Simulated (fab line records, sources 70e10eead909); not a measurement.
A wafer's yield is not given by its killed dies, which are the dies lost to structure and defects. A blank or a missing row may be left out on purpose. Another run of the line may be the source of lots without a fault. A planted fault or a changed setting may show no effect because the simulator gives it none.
The tool behind it: which one? ; flow nandHarc ; 24 lots, 72 wafers sampled, at 6 steps of a route of 1302

## WHAT EACH GAUGE READ, for each wafer
NHARC_A_M1_OVL_MEAS_10: pitch 240 nm. Usual: overlayXNm -0.2 nm, standard deviation 0.79; overlayYNm 0.2 nm, standard deviation 0.81.
lot;measured;on;overlayXNm (nm);overlayYNm (nm);flag
L075;day 22 23:01;overlay-02;-1.3 -1.3 -1.6;-0.6 0.1 0.0;
L074;day 23 00:07;overlay-02;-1.2 -0.9 -0.6;-0.8 -0.8 0.0;
L076;day 24 05:38;overlay-01;0.7 0.6 0.4;2.1 2.1 1.7;
L078;day 24 09:19;overlay-01;0.2 0.6 0.2;-0.1 0.4 0.4;
L077;day 24 14:25;overlay-01;-0.3 0.3 0.5;1.0 1.2 1.2;
L079;day 25 01:32;overlay-01;-0.9 -0.4 -0.8;0.5 1.3 0.8;
L081;day 26 00:59;overlay-02;-1.1 -1.0 -1.7;-0.2 0.1 0.1;
L082;day 26 02:23;overlay-02;0.5 0.1 0.0;-0.1 -0.6 -0.3;
L080;day 26 05:38;overlay-01;1.1 0.7 0.9;-0.9 -0.5 -0.4;
L083;day 26 17:51;overlay-02;-0.3 0.1 0.1;-0.2 -0.9 0.2;
L085;day 27 21:49;overlay-01;-1.2 -0.9 -0.8;-0.9 -0.6 -1.1;
L084;day 28 16:14;overlay-02;-0.1 -0.8 -0.5;0.1 -0.5 -0.8;
L087;day 28 17:04;overlay-01;0.1 0.1 0.2;0.9 1.3 1.0;
L086;day 28 18:24;overlay-02;-0.3 0.8 0.2;0.5 -0.9 -0.2;
L091;day 29 06:48;overlay-01;0.2 0.3 0.1;0.2 0.4 0.6;
L090;day 29 14:30;overlay-01;0.6 0.3 0.7;1.0 1.0 0.5;
L088;day 29 19:41;overlay-01;-0.7 -0.8 -0.9;1.3 0.6 0.7;
L089;day 30 07:20;overlay-01;0.4 1.2 0.5;1.6 1.8 1.5;
L092;day 30 10:52;overlay-02;0.9 0.6 1.0;-0.8 -0.5 -0.5;
L093;day 31 06:59;overlay-02;-1.7 -1.9 -1.9;0.2 0.3 0.0;
L094;day 31 09:58;overlay-02;0.3 -0.1 0.2;-0.1 -0.5 0.0;
L095;day 31 18:38;overlay-01;-0.5 -0.2 -0.7;-0.9 -1.1 -1.1;
L096;day 32 05:46;overlay-02;-0.4 0.1 -0.8;1.1 1.5 1.0;
L097;day 32 19:47;overlay-02;1.0 0.8 1.3;0.1 0.6 0.4;

NHARC_A_M1_CD_MEAS_16. Usual: 119.7 nm for cdNm, sd 0.93.
lot;measured;on;cdNm (nm);flag
L075;day 22 23:26;cdSem-03;118.8 120.2 119.5;
L074;day 23 00:32;cdSem-01;121.6 120.0 119.0;
L076;day 24 06:03;cdSem-03;118.7 120.4 121.5;
L078;day 24 09:44;cdSem-01;118.7 118.9 118.9;
L077;day 24 15:01;cdSem-02;119.0 119.7 119.2;
L079;day 25 01:56;cdSem-02;120.1 118.7 119.9;
L081;day 26 01:23;cdSem-02;119.0 120.2 118.8;
L082;day 26 02:47;cdSem-01;119.5 119.8 119.8;
L080;day 26 06:05;cdSem-01;118.7 119.7 121.1;
L083;day 26 18:15;cdSem-01;119.7 119.9 119.3;
L085;day 27 22:13;cdSem-01;119.8 119.2 120.5;
L084;day 28 16:38;cdSem-01;120.0 120.1 121.1;
L087;day 28 17:31;cdSem-02;119.3 120.4 120.5;
L086;day 28 18:49;cdSem-03;119.1 119.2 119.5;
L091;day 29 07:13;cdSem-03;118.5 119.5 119.4;
L090;day 29 14:54;cdSem-01;118.3 119.1 119.8;
L088;day 29 20:05;cdSem-03;119.8 119.8 119.8;
L089;day 30 07:53;cdSem-02;118.8 119.3 119.0;
L092;day 30 11:19;cdSem-01;119.4 119.9 119.8;
L093;day 31 07:25;cdSem-01;118.5 120.2 119.5;
L094;day 31 10:22;cdSem-02;121.3 120.0 121.6;
L095;day 31 19:03;cdSem-01;120.0 120.4 120.4;
L096;day 32 06:11;cdSem-02;120.3 119.0 120.7;
L097;day 32 20:11;cdSem-02;120.2 122.9 122.1;

NHARC_HYBRID_BOND_OVL_MEAS_05. Usual: overlayXNm 4 nm, standard deviation 33; overlayYNm -3 nm, standard deviation 35.
lot;measured;on;overlayXNm (nm);overlayYNm (nm);flag
L075;day 23 15:36;overlay-02;27 30 41;34 -14 -13;
L074;day 23 15:37;overlay-01;-7 -53 22;9 -5 11;
L076;day 24 23:04;overlay-02;55 1 -63;-19 -18 40;
L078;day 25 03:27;overlay-02;5 -4 0;-30 -20 -18;
L077;day 25 11:19;overlay-01;-2 7 2;34 -58 8;
L079;day 25 18:28;overlay-01;-1 -2 -37;40 -35 0;
L081;day 26 17:44;overlay-02;65 -53 16;-16 -34 8;
L082;day 26 17:44;overlay-01;-58 14 -7;-19 -14 22;
L080;day 26 22:35;overlay-02;22 -26 17;32 29 -10;
L083;day 27 12:52;overlay-01;-22 -4 -7;-24 2 27;
L085;day 28 18:08;overlay-01;-3 50 -68;2 -44 -70;
L084;day 29 09:19;overlay-01;14 7 82;41 7 14;
L087;day 29 09:19;overlay-02;54 -96 -29;65 -51 -9;
L086;day 29 09:19;overlay-01;2 -37 -39;-15 -21 -40;
L091;day 29 23:49;overlay-01;-11 -30 18;-17 56 -56;
L090;day 30 08:12;overlay-01;-17 -45 12;41 5 24;
L088;day 30 12:35;overlay-02;-49 77 27;-4 -15 5;
L089;day 31 00:38;overlay-02;16 -11 31;-84 -3 -47;
L092;day 31 00:38;overlay-01;26 37 -14;1 12 -115;
L093;day 32 00:08;overlay-01;-1 49 -5;-40 -27 -67;
L094;day 32 08:50;overlay-02;-26 -32 13;-19 -16 -7;
L095;day 32 08:51;overlay-02;10 48 -19;28 -7 50;
L096;day 33 02:11;overlay-01;5 -8 -23;43 29 -51;
L097;day 33 12:38;overlay-01;-8 36 81;-17 -28 -79;

## WHICH TOOL RAN EACH LOT (tool, then ch and the chambers of the sampled wafers, then the start)
lot;NHARC_A_M0_PRE_CLEAN_29;NHARC_A_BONDPAD_CMP_29;NHARC_A_BONDPAD_DEGAS_25
L075;pvdSputter-01, day 22 23:01 or earlier;cmp-03 ch 1,2,3, day 23 02:50;pvdSputter-01, day 23 04:46
L074;pvdSputter-03, day 23 00:07 or earlier;cmp-04 ch 1,2, day 23 03:54;pvdSputter-02, day 23 05:52
L076;pvdSputter-03, day 24 05:38 or earlier;cmp-01 ch 0,2,3, day 24 09:43;pvdSputter-01, day 24 11:43
L078;pvdSputter-01, day 24 09:19 or earlier;cmp-01 ch 1,2,3, day 24 13:23;pvdSputter-03, day 24 15:16
L077;pvdSputter-03, day 24 14:25 or earlier;cmp-01 ch 0,1,3, day 24 18:25;pvdSputter-03, day 24 20:22
L079;pvdSputter-01, day 25 01:32 or earlier;cmp-03 ch 0,1,2, day 25 05:30;pvdSputter-02, day 25 07:19
L081;pvdSputter-01, day 26 00:59 or earlier;cmp-03 ch 1,2,3, day 26 04:49;pvdSputter-03, day 26 06:38
L082;pvdSputter-03, day 26 02:23 or earlier;cmp-01 ch 0,1,3, day 26 06:23;pvdSputter-01, day 26 08:25
L080;pvdSputter-01, day 26 05:38 or earlier;cmp-04 ch 0,2, day 26 09:32;pvdSputter-01, day 26 11:24
L083;pvdSputter-02, day 26 17:51 or earlier;cmp-04 ch 0,3, day 26 21:38;pvdSputter-03, day 26 23:38
L085;pvdSputter-03, day 27 21:49 or earlier;cmp-04 ch 0,2,3, day 28 01:55;pvdSputter-03, day 28 04:12
L084;pvdSputter-01, day 28 16:14 or earlier;cmp-01 ch 0,2, day 28 20:02;pvdSputter-03, day 28 21:59
L087;pvdSputter-02, day 28 17:04 or earlier;cmp-01 ch 0,2,3, day 28 21:14;pvdSputter-02, day 28 23:04
L086;pvdSputter-01, day 28 18:24 or earlier;cmp-01 ch 0,3, day 28 22:16;pvdSputter-02, day 29 00:13
L091;pvdSputter-02, day 29 06:48 or earlier;cmp-01 ch 1,2, day 29 10:38;pvdSputter-03, day 29 12:38
L090;pvdSputter-03, day 29 14:30 or earlier;cmp-04 ch 2,3, day 29 18:31;pvdSputter-03, day 29 20:29
L088;pvdSputter-03, day 29 19:41 or earlier;cmp-01 ch 0,1,3, day 29 23:34;pvdSputter-01, day 30 01:25
L089;pvdSputter-02, day 30 07:20 or earlier;cmp-01 ch 0,1,2, day 30 11:27;pvdSputter-01, day 30 13:24
L092;pvdSputter-02, day 30 10:52 or earlier;cmp-01 ch 0,1,3, day 30 14:44;pvdSputter-01, day 30 16:34
L093;pvdSputter-02, day 31 06:59 or earlier;cmp-04 ch 0,1, day 31 10:48;pvdSputter-01, day 31 12:46
L094;pvdSputter-03, day 31 09:58 or earlier;cmp-03 ch 0,1,3, day 31 13:46;pvdSputter-02, day 31 15:37
L095;pvdSputter-03, day 31 18:38 or earlier;cmp-01 ch 1,2,3, day 31 22:27;pvdSputter-03, day 32 00:27
L096;pvdSputter-02, day 32 05:46 or earlier;cmp-03 ch 0,1,2, day 32 09:35;pvdSputter-03, day 32 11:33
L097;pvdSputter-02, day 32 19:47 or earlier;cmp-03 ch 0,1,3, day 32 23:37;pvdSputter-03, day 33 01:35
- NHARC_A_M0_PRE_CLEAN_29: time 30 s.
- NHARC_A_BONDPAD_CMP_29: polishes SiCN, target thk 200 nm.
- NHARC_A_BONDPAD_DEGAS_25: time 60 s.

## WHAT THE TOOLS THEMSELVES READ (means of the sampled wafers that have a number; where no wafer has one, the mark that the record gives instead)
NHARC_A_M0_PRE_CLEAN_29. Usual: 413 W for heaterPowerW, sd 55.
lot;tool;heaterPowerW (W);flag
L075;pvdSputter-01;381;
L074;pvdSputter-03;419;
L076;pvdSputter-03;448;
L078;pvdSputter-01;406;
L077;pvdSputter-03;431;
L079;pvdSputter-01;419;
L081;pvdSputter-01;349;
L082;pvdSputter-03;449;
L080;pvdSputter-01;404;
L083;pvdSputter-02;352;
L085;pvdSputter-03;449;
L084;pvdSputter-01;405;
L087;pvdSputter-02;382;
L086;pvdSputter-01;399;
L091;pvdSputter-02;436;
L090;pvdSputter-03;431;
L088;pvdSputter-03;429;
L089;pvdSputter-02;424;
L092;pvdSputter-02;390;
L093;pvdSputter-02;355;
L094;pvdSputter-03;455;
L095;pvdSputter-03;455;
L096;pvdSputter-02;412;
L097;pvdSputter-02;400;

NHARC_A_BONDPAD_CMP_29. Usual: 12.6 A for motorCurrentA, sd 1.5.
lot;tool;motorCurrentA (A);flag
L075;cmp-03;12.4;
L074;cmp-04;13.1;
L076;cmp-01;11.9;
L078;cmp-01;13.5;
L077;cmp-01;13.0;
L079;cmp-03;12.4;
L081;cmp-03;11.8;
L082;cmp-01;12.4;
L080;cmp-04;13.4;
L083;cmp-04;11.0;
L085;cmp-04;12.2;
L084;cmp-01;12.6;
L087;cmp-01;12.3;
L086;cmp-01;11.6;
L091;cmp-01;14.6;
L090;cmp-04;10.6;
L088;cmp-01;12.8;
L089;cmp-01;13.0;
L092;cmp-01;12.8;
L093;cmp-04;12.1;
L094;cmp-03;12.8;
L095;cmp-01;13.7;
L096;cmp-03;13.3;
L097;cmp-03;12.9;

NHARC_A_BONDPAD_DEGAS_25. Usual: 471 W for heaterPowerW, sd 61.
lot;tool;heaterPowerW (W);flag
L075;pvdSputter-01;412;
L074;pvdSputter-02;463;
L076;pvdSputter-01;478;
L078;pvdSputter-03;508;
L077;pvdSputter-03;502;
L079;pvdSputter-02;448;
L081;pvdSputter-03;463;
L082;pvdSputter-01;455;
L080;pvdSputter-01;456;
L083;pvdSputter-03;505;
L085;pvdSputter-03;501;
L084;pvdSputter-03;495;
L087;pvdSputter-02;483;
L086;pvdSputter-02;448;
L091;pvdSputter-03;505;
L090;pvdSputter-03;503;
L088;pvdSputter-01;457;
L089;pvdSputter-01;459;
L092;pvdSputter-01;506;
L093;pvdSputter-01;460;
L094;pvdSputter-02;444;
L095;pvdSputter-03;514;
L096;pvdSputter-03;495;
L097;pvdSputter-03;518;

## THE ANSWER, worked out from the rows above alone
Rule: a lot counts as off when the mean over its wafers that have a number is more than 3 standard deviations away from the usual mean. Also off: a lot with no number at a reading for which 4 or more lots have one. The other lots that the step has rows for count as sound. First the gauges in route order, then the tools' own readings, where a lot's mean is used as printed above. The first step at which some lot is off is used, and at that step the reading that is off furthest; a lot without a number counts as furthest.
No lot is off on any of the readings shown, so nothing can be concluded from this.

## WHAT THE SIMULATOR HAD INSERTED
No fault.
